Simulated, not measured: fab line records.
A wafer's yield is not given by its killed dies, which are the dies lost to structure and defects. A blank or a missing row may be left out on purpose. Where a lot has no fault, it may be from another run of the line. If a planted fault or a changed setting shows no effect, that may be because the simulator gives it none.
Which tool was responsible? :: flow n5-finfet :: 9 lots, 26 wafers sampled, at 7 steps of a route of 1938

== WHAT THE GAUGES SHOWED, per wafer ==
N5_BEOL_M4_INSPECT_30: inspects for defects (brightfield). Usual: 426 for raw-defect-count, sd 100.
lot: L154
measured: day 7 23:24
on: defect-inspect-02
raw-defect-count: 504 382 306
flag: 

lot: L158
measured: day 8 14:22
on: defect-inspect-01
raw-defect-count: 349 382
flag: 

lot: L164
measured: day 10 18:54
on: defect-inspect-02
raw-defect-count: 334 403 322
flag: 

lot: L165
measured: day 11 02:55
on: defect-inspect-01
raw-defect-count: 361 356 333
flag: 

lot: L167
measured: day 11 11:48
on: defect-inspect-01
raw-defect-count: 267 372 294
flag: 

lot: L169
measured: day 11 18:40
on: defect-inspect-01
raw-defect-count: 332 350 321
flag: 

lot: L171
measured: day 12 10:23
on: defect-inspect-01
raw-defect-count: 490 643 431
flag: 

lot: L173
measured: day 12 23:40
on: defect-inspect-01
raw-defect-count: 385 546 455
flag: 

lot: L175
measured: day 13 12:44
on: defect-inspect-01
raw-defect-count: 380 373 374
flag: 

N5_BEOL_M4_OCD_MEAS_38. Usual: 55.7 nm for trench-depth-nm, sd 1.3.
lot: L154
measured: day 8 04:13
on: ocd-02
trench-depth-nm (nm): 56.2 54.7 56.0
flag: 

lot: L158
measured: day 9 01:23
on: ocd-01
trench-depth-nm (nm): 55.3 54.4
flag: 

lot: L164
measured: day 11 01:43
on: ocd-02
trench-depth-nm (nm): 63.6 60.8 60.8
flag: OFF

lot: L165
measured: day 11 06:44
on: ocd-02
trench-depth-nm (nm): 59.7 61.1 59.4
flag: OFF

lot: L167
measured: day 11 17:07
on: ocd-01
trench-depth-nm (nm): 55.2 54.4 55.2
flag: 

lot: L169
measured: day 11 21:50
on: ocd-02
trench-depth-nm (nm): 56.3 56.7 57.3
flag: 

lot: L171
measured: day 12 16:36
on: ocd-01
trench-depth-nm (nm): 55.6 57.3 55.2
flag: 

lot: L173
measured: day 13 01:13
on: ocd-01
trench-depth-nm (nm): 52.4 56.4 55.7
flag: 

lot: L175
measured: day 13 17:31
on: ocd-02
trench-depth-nm (nm): 52.3 52.4 55.6
flag: 

N5_BEOL_M4_CD_MEAS_35: target cd 18 nm, target cd y 22.4 nm. Usual: 18.1 nm for cd-nm, sd 0.38.
lot: L154
measured: day 8 04:22
on: cd-sem-02
cd-nm (nm): 18.3 17.9 18.4
flag: 

lot: L158
measured: day 9 01:32
on: cd-sem-03
cd-nm (nm): 18.7 18.8
flag: 

lot: L164
measured: day 11 01:53
on: cd-sem-01
cd-nm (nm): 18.6 18.6 17.8
flag: 

lot: L165
measured: day 11 06:53
on: cd-sem-03
cd-nm (nm): 18.4 18.6 18.2
flag: 

lot: L167
measured: day 11 17:17
on: cd-sem-03
cd-nm (nm): 18.1 18.2 18.6
flag: 

lot: L169
measured: day 11 21:59
on: cd-sem-03
cd-nm (nm): 18.3 18.4 17.8
flag: 

lot: L171
measured: day 12 16:45
on: cd-sem-01
cd-nm (nm): 19.3 18.0 18.2
flag: 

lot: L173
measured: day 13 01:23
on: cd-sem-01
cd-nm (nm): 18.7 18.0 17.6
flag: 

lot: L175
measured: day 13 17:40
on: cd-sem-01
cd-nm (nm): 18.2 18.3 18.6
flag: 

N5_BEOL_M4_THK_MEAS_53: measures by xrf. Usual: M4_THK 40.3 nm, standard deviation 2.1.
lot: L154
measured: day 8 07:42
on: film-metro-02
M4_THK (nm): 40.9 39.9 39.8
flag: 

lot: L158
measured: day 9 05:10
on: film-metro-01
M4_THK (nm): 37.7 38.3
flag: 

lot: L164
measured: day 11 05:29
on: film-metro-01
M4_THK (nm): 48.8 43.3 46.3
flag: 

lot: L165
measured: day 11 10:29
on: film-metro-02
M4_THK (nm): 45.3 46.0 43.9
flag: 

lot: L167
measured: day 11 22:02
on: film-metro-01
M4_THK (nm): 41.7 42.0 38.3
flag: 

lot: L169
measured: day 12 01:29
on: film-metro-02
M4_THK (nm): 41.5 42.6 43.2
flag: 

lot: L171
measured: day 12 20:30
on: film-metro-02
M4_THK (nm): 39.6 42.0 42.5
flag: 

lot: L173
measured: day 13 05:37
on: film-metro-01
M4_THK (nm): 34.2 41.3 37.8
flag: 

lot: L175
measured: day 13 21:17
on: film-metro-01
M4_THK (nm): 39.3 38.2 41.9
flag: 

N5_BEOL_M4_RC_MEAS_101. Usual: DIBL_N 35.8 mV/V, standard deviation 2.2; DIBL_P 35.3 mV/V, standard deviation 2.7; IOFF_N 0.16 nA/um, standard deviation 0.043; IOFF_P 0.21 nA/um, standard deviation 0.043; ION_N 676 uA/um, standard deviation 15; ION_P 463 uA/um, standard deviation 9.1; SS_N 71.4 mV/dec, standard deviation 0.77; SS_P 73.0 mV/dec, standard deviation 0.79; VT_N 250 mV, standard deviation 4; VT_P -249.8 mV, standard deviation 2.8.
lot: L154
measured: day 8 08:11
on: prober-02
DIBL_N (mV/V): 37.7 40.3 35.7
DIBL_P (mV/V): 39.0 41.7 37.3
IOFF_N (nA/um): 0.19 0.25 0.17
IOFF_P (nA/um): 0.24 0.30 0.22
ION_N (uA/um): 689 708 694
ION_P (uA/um): 474 481 478
SS_N (mV/dec): 70.9 71.5 70.7
SS_P (mV/dec): 72.4 73.9 72.3
VT_N (mV): 242 240 244
VT_P (mV): -246.0 -244.5 -247.6
flag: 

lot: L158
measured: day 9 05:28
on: prober-02
DIBL_N (mV/V): 35.9 38.0
DIBL_P (mV/V): 35.7 37.9
IOFF_N (nA/um): 0.13 0.19
IOFF_P (nA/um): 0.19 0.22
ION_N (uA/um): 645 697
ION_P (uA/um): 447 470
SS_N (mV/dec): 71.4 71.5
SS_P (mV/dec): 73.9 74.1
VT_N (mV): 255 246
VT_P (mV): -252.4 -249.1
flag: 

lot: L164
measured: day 11 06:15
on: prober-02
DIBL_N (mV/V): 31.4 34.2 33.4
DIBL_P (mV/V): 29.7 33.4 31.2
IOFF_N (nA/um): 0.10 0.13 0.13
IOFF_P (nA/um): 0.14 0.19 0.15
ION_N (uA/um): 662 685 679
ION_P (uA/um): 460 473 461
SS_N (mV/dec): 70.6 70.9 70.2
SS_P (mV/dec): 71.3 72.5 72.0
VT_N (mV): 255 249 252
VT_P (mV): -255.3 -249.2 -253.8
flag: 

lot: L165
measured: day 11 11:06
on: prober-01
DIBL_N (mV/V): 36.1 35.0 38.0
DIBL_P (mV/V): 37.7 34.5 38.7
IOFF_N (nA/um): 0.16 0.13 0.19
IOFF_P (nA/um): 0.24 0.19 0.27
ION_N (uA/um): 691 675 686
ION_P (uA/um): 475 465 470
SS_N (mV/dec): 71.5 71.2 72.1
SS_P (mV/dec): 73.4 72.5 73.5
VT_N (mV): 248 253 249
VT_P (mV): -245.8 -250.0 -247.0
flag: 

lot: L167
measured: day 11 22:40
on: prober-01
DIBL_N (mV/V): 40.6 32.5 39.4
DIBL_P (mV/V): 39.8 31.5 38.9
IOFF_N (nA/um): 0.27 0.11 0.24
IOFF_P (nA/um): 0.30 0.16 0.28
ION_N (uA/um): 704 668 703
ION_P (uA/um): 478 460 475
SS_N (mV/dec): 72.7 70.4 71.9
SS_P (mV/dec): 75.1 72.3 74.9
VT_N (mV): 240 253 244
VT_P (mV): -246.0 -252.3 -246.3
flag: 

lot: L169
measured: day 12 01:48
on: prober-01
DIBL_N (mV/V): 39.1 34.7 33.8
DIBL_P (mV/V): 39.6 33.9 33.5
IOFF_N (nA/um): 0.22 0.14 0.14
IOFF_P (nA/um): 0.26 0.19 0.17
ION_N (uA/um): 688 677 689
ION_P (uA/um): 468 466 465
SS_N (mV/dec): 71.5 71.0 70.9
SS_P (mV/dec): 74.2 72.7 73.3
VT_N (mV): 245 251 251
VT_P (mV): -250.3 -252.1 -254.2
flag: 

lot: L171
measured: day 12 21:17
on: prober-02
DIBL_N (mV/V): 35.7 34.3 36.9
DIBL_P (mV/V): 35.0 33.1 35.8
IOFF_N (nA/um): 0.15 0.12 0.16
IOFF_P (nA/um): 0.20 0.17 0.21
ION_N (uA/um): 693 669 680
ION_P (uA/um): 480 457 464
SS_N (mV/dec): 71.4 71.2 71.9
SS_P (mV/dec): 73.5 72.0 73.0
VT_N (mV): 251 254 250
VT_P (mV): -249.1 -251.4 -249.4
flag: 

lot: L173
measured: day 13 06:09
on: prober-01
DIBL_N (mV/V): 33.9 36.2 34.3
DIBL_P (mV/V): 34.6 37.2 35.1
IOFF_N (nA/um): 0.12 0.16 0.13
IOFF_P (nA/um): 0.18 0.22 0.19
ION_N (uA/um): 672 685 685
ION_P (uA/um): 462 471 471
SS_N (mV/dec): 71.1 72.0 70.7
SS_P (mV/dec): 72.8 73.3 72.5
VT_N (mV): 251 247 251
VT_P (mV): -249.1 -249.4 -250.4
flag: 

lot: L175
measured: day 13 22:04
on: prober-02
DIBL_N (mV/V): 33.6 34.4 37.1
DIBL_P (mV/V): 33.1 32.8 36.3
IOFF_N (nA/um): 0.12 0.14 0.17
IOFF_P (nA/um): 0.17 0.16 0.21
ION_N (uA/um): 673 679 673
ION_P (uA/um): 463 453 449
SS_N (mV/dec): 70.5 71.0 72.3
SS_P (mV/dec): 72.1 72.0 73.5
VT_N (mV): 251 252 250
VT_P (mV): -255.0 -253.8 -249.5
flag: 

== EACH LOT AND THE TOOL THAT RAN IT (in order: tool; ch and the chambers of the sampled wafers; start) ==
lot: L154
N5_BEOL_M4_STRIP_19: rie-diel-04 ch 1,2,3, day 7 22:56
N5_BEOL_M4_TRENCH_ETCH_37: rie-diel-04 ch 1,2, day 8 04:04

lot: L158
N5_BEOL_M4_STRIP_19: rie-diel-01 ch 0,2, day 8 13:52
N5_BEOL_M4_TRENCH_ETCH_37: rie-diel-04 ch 1,3, day 9 01:14

lot: L164
N5_BEOL_M4_STRIP_19: rie-diel-04 ch 0,2,3, day 10 18:19
N5_BEOL_M4_TRENCH_ETCH_37: rie-diel-04 ch 0,2,3, day 11 01:35

lot: L165
N5_BEOL_M4_STRIP_19: rie-diel-02 ch 0,2,3, day 11 02:25
N5_BEOL_M4_TRENCH_ETCH_37: rie-diel-04 ch 2,3, day 11 06:35

lot: L167
N5_BEOL_M4_STRIP_19: rie-diel-01 ch 0,1,3, day 11 11:19
N5_BEOL_M4_TRENCH_ETCH_37: rie-diel-01 ch 1,2, day 11 16:58

lot: L169
N5_BEOL_M4_STRIP_19: rie-diel-01 ch 1,2,3, day 11 18:04
N5_BEOL_M4_TRENCH_ETCH_37: rie-diel-01 ch 0,1,3, day 11 21:41

lot: L171
N5_BEOL_M4_STRIP_19: rie-diel-01 ch 0,1,3, day 12 09:47
N5_BEOL_M4_TRENCH_ETCH_37: rie-diel-01 ch 0,1,2, day 12 16:26

lot: L173
N5_BEOL_M4_STRIP_19: rie-diel-01 ch 0,1,3, day 12 23:11
N5_BEOL_M4_TRENCH_ETCH_37: rie-diel-02 ch 0,2, day 13 01:04

lot: L175
N5_BEOL_M4_STRIP_19: rie-diel-02 ch 2,3, day 13 12:08
N5_BEOL_M4_TRENCH_ETCH_37: rie-diel-02 ch 2,3, day 13 17:22
- N5_BEOL_M4_STRIP_19: strips in O2.
- N5_BEOL_M4_TRENCH_ETCH_37: etches SiOC in C4F6/O2, target depth 55.555 nm, time 29.2 s.

== WHAT THE TOOLS THEMSELVES READ (means of the sampled wafers that have a number; where no wafer has one, the mark that the record gives instead) ==
N5_BEOL_M4_STRIP_19. Usual: chamber-pressure-mTorr 29.999 mTorr, standard deviation 0.027; drypump-motor-current-A 5.5 A, standard deviation 0.45; o2-flow-sccm 225.0 sccm, standard deviation 0.68; oes-product-au 0.78 a.u., standard deviation 0.063; rf-vpp-V 3.7 V, standard deviation 0.47; showerhead-plenum-p-Torr 2.10 Torr, standard deviation 0.072; throttle-valve-pct 16.66 %, standard deviation 0.17.
lot: L154
tool: rie-diel-04
chamber-pressure-mTorr (mTorr): 29.996
drypump-motor-current-A (A): 5.4
o2-flow-sccm (sccm): 225.1
oes-product-au (a.u.): 0.80
rf-vpp-V (V): 3.8
showerhead-plenum-p-Torr (Torr): 2.14
throttle-valve-pct (%): 16.67
flag: 

lot: L158
tool: rie-diel-01
chamber-pressure-mTorr (mTorr): 30.003
drypump-motor-current-A (A): 6.0
o2-flow-sccm (sccm): 225.1
oes-product-au (a.u.): 0.79
rf-vpp-V (V): 3.8
showerhead-plenum-p-Torr (Torr): 2.08
throttle-valve-pct (%): 16.73
flag: 

lot: L164
tool: rie-diel-04
chamber-pressure-mTorr (mTorr): 29.993
drypump-motor-current-A (A): 5.3
o2-flow-sccm (sccm): 224.3
oes-product-au (a.u.): 0.85
rf-vpp-V (V): 4.0
showerhead-plenum-p-Torr (Torr): 2.18
throttle-valve-pct (%): 16.59
flag: 

lot: L165
tool: rie-diel-02
chamber-pressure-mTorr (mTorr): 29.996
drypump-motor-current-A (A): 5.6
o2-flow-sccm (sccm): 225.3
oes-product-au (a.u.): 0.80
rf-vpp-V (V): 3.9
showerhead-plenum-p-Torr (Torr): 2.10
throttle-valve-pct (%): 16.64
flag: 

lot: L167
tool: rie-diel-01
chamber-pressure-mTorr (mTorr): 30.003
drypump-motor-current-A (A): 5.8
o2-flow-sccm (sccm): 224.3
oes-product-au (a.u.): 0.75
rf-vpp-V (V): 3.7
showerhead-plenum-p-Torr (Torr): 2.02
throttle-valve-pct (%): 16.78
flag: 

lot: L169
tool: rie-diel-01
chamber-pressure-mTorr (mTorr): 30.006
drypump-motor-current-A (A): 5.6
o2-flow-sccm (sccm): 225.2
oes-product-au (a.u.): 0.76
rf-vpp-V (V): 3.3
showerhead-plenum-p-Torr (Torr): 2.05
throttle-valve-pct (%): 16.68
flag: 

lot: L171
tool: rie-diel-01
chamber-pressure-mTorr (mTorr): 29.984
drypump-motor-current-A (A): 5.8
o2-flow-sccm (sccm): 225.1
oes-product-au (a.u.): 0.74
rf-vpp-V (V): 3.5
showerhead-plenum-p-Torr (Torr): 2.02
throttle-valve-pct (%): 16.81
flag: 

lot: L173
tool: rie-diel-01
chamber-pressure-mTorr (mTorr): 29.999
drypump-motor-current-A (A): 5.8
o2-flow-sccm (sccm): 224.9
oes-product-au (a.u.): 0.73
rf-vpp-V (V): 3.4
showerhead-plenum-p-Torr (Torr): 2.02
throttle-valve-pct (%): 16.82
flag: 

lot: L175
tool: rie-diel-02
chamber-pressure-mTorr (mTorr): 29.974
drypump-motor-current-A (A): 5.5
o2-flow-sccm (sccm): 225.2
oes-product-au (a.u.): 0.76
rf-vpp-V (V): 3.4
showerhead-plenum-p-Torr (Torr): 2.15
throttle-valve-pct (%): 16.61
flag: 

N5_BEOL_M4_TRENCH_ETCH_37. Usual: C4F6_flow_sccm 10.000 sccm, standard deviation 0.03; chamber-pressure-mTorr 29.997 mTorr, standard deviation 0.028; drypump-motor-current-A 5.6 A, standard deviation 0.45; oes-product-au 0.78 a.u., standard deviation 0.067; rf-vpp-V 664 V, standard deviation 24; run-length-s 52.3 s, standard deviation 0.47; showerhead-plenum-p-Torr 2.84 Torr, standard deviation 0.1; throttle-valve-pct 20.85 %, standard deviation 0.19.
lot: L154
tool: rie-diel-04
C4F6_flow_sccm (sccm): 9.986
chamber-pressure-mTorr (mTorr): 29.983
drypump-motor-current-A (A): 5.1
oes-product-au (a.u.): 0.87
rf-vpp-V (V): 650
run-length-s (s): 52.2
showerhead-plenum-p-Torr (Torr): 2.92
throttle-valve-pct (%): 21.01
flag: 

lot: L158
tool: rie-diel-04
C4F6_flow_sccm (sccm): 9.981
chamber-pressure-mTorr (mTorr): 30.006
drypump-motor-current-A (A): 5.8
oes-product-au (a.u.): 0.74
rf-vpp-V (V): 676
run-length-s (s): 52.6
showerhead-plenum-p-Torr (Torr): 2.92
throttle-valve-pct (%): 20.90
flag: 

lot: L164
tool: rie-diel-04
C4F6_flow_sccm (sccm): 10.010
chamber-pressure-mTorr (mTorr): 29.997
drypump-motor-current-A (A): 5.3
oes-product-au (a.u.): 0.84
rf-vpp-V (V): 655
run-length-s (s): 54.9
showerhead-plenum-p-Torr (Torr): 2.95
throttle-valve-pct (%): 20.77
flag: OFF

lot: L165
tool: rie-diel-04
C4F6_flow_sccm (sccm): 9.997
chamber-pressure-mTorr (mTorr): 29.976
drypump-motor-current-A (A): 5.3
oes-product-au (a.u.): 0.75
rf-vpp-V (V): 652
run-length-s (s): 54.8
showerhead-plenum-p-Torr (Torr): 2.92
throttle-valve-pct (%): 20.90
flag: OFF

lot: L167
tool: rie-diel-01
C4F6_flow_sccm (sccm): 9.984
chamber-pressure-mTorr (mTorr): 29.996
drypump-motor-current-A (A): 5.8
oes-product-au (a.u.): 0.78
rf-vpp-V (V): 670
run-length-s (s): 51.9
showerhead-plenum-p-Torr (Torr): 2.79
throttle-valve-pct (%): 20.68
flag: 

lot: L169
tool: rie-diel-01
C4F6_flow_sccm (sccm): 9.978
chamber-pressure-mTorr (mTorr): 30.006
drypump-motor-current-A (A): 5.8
oes-product-au (a.u.): 0.76
rf-vpp-V (V): 668
run-length-s (s): 52.3
showerhead-plenum-p-Torr (Torr): 2.74
throttle-valve-pct (%): 20.94
flag: 

lot: L171
tool: rie-diel-01
C4F6_flow_sccm (sccm): 10.005
chamber-pressure-mTorr (mTorr): 30.013
drypump-motor-current-A (A): 5.9
oes-product-au (a.u.): 0.75
rf-vpp-V (V): 652
run-length-s (s): 52.3
showerhead-plenum-p-Torr (Torr): 2.76
throttle-valve-pct (%): 20.74
flag: 

lot: L173
tool: rie-diel-02
C4F6_flow_sccm (sccm): 10.007
chamber-pressure-mTorr (mTorr): 29.997
drypump-motor-current-A (A): 6.0
oes-product-au (a.u.): 0.75
rf-vpp-V (V): 681
run-length-s (s): 52.3
showerhead-plenum-p-Torr (Torr): 2.80
throttle-valve-pct (%): 20.89
flag: 

lot: L175
tool: rie-diel-02
C4F6_flow_sccm (sccm): 10.017
chamber-pressure-mTorr (mTorr): 29.982
drypump-motor-current-A (A): 5.5
oes-product-au (a.u.): 0.75
rf-vpp-V (V): 655
run-length-s (s): 52.4
showerhead-plenum-p-Torr (Torr): 2.95
throttle-valve-pct (%): 20.95
flag: 

== THE ANSWER, worked out from the rows above alone ==
Rule: a lot counts as off when the mean over its wafers that have a number is more than 3 standard deviations away from the usual mean. Also off: a lot with no number at a reading for which 4 or more lots have one. Any other lot the step has rows for is counted as sound. Order of review: gauges by route order, followed by the tools' own readings, for which a lot's mean as printed above is used. The first step at which some lot is off is used, and at that step the reading that is off furthest; a lot without a number counts as furthest.
Off, at N5_BEOL_M4_OCD_MEAS_38 on trench-depth-nm: L164, L165.
A tool fits if, at a process step before that reading, it ran every lot that is off, and no sound lot after the first of them. The gauges at N5_BEOL_M4_OCD_MEAS_38 aren't tried: what is off there is off at N5_BEOL_M4_TRENCH_ETCH_37 too, on other tools, and a gauge's error can't cause that. One fits: rie-diel-04 at N5_BEOL_M4_TRENCH_ETCH_37. A fault onset in the window from L158 (day 9 01:14, its last sound lot) to L164 (day 11 01:35, its first lot off) fits.
The tool's own readings at N5_BEOL_M4_TRENCH_ETCH_37 bear it out: on the lots that are off they differ by more than 5 times the standard deviation of the sound lots' means. run-length-s reads 54.8 s there against 52.3 s on the sound lots.

== WHAT WAS PUT IN BY THE SIMULATOR ==
Process parameters drifting: rie-diel-04 at N5_BEOL_M4_TRENCH_ETCH_37, beginning at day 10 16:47. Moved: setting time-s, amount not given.
Struck lots among those shown: L164, L165. The rule given above showed the same thing.
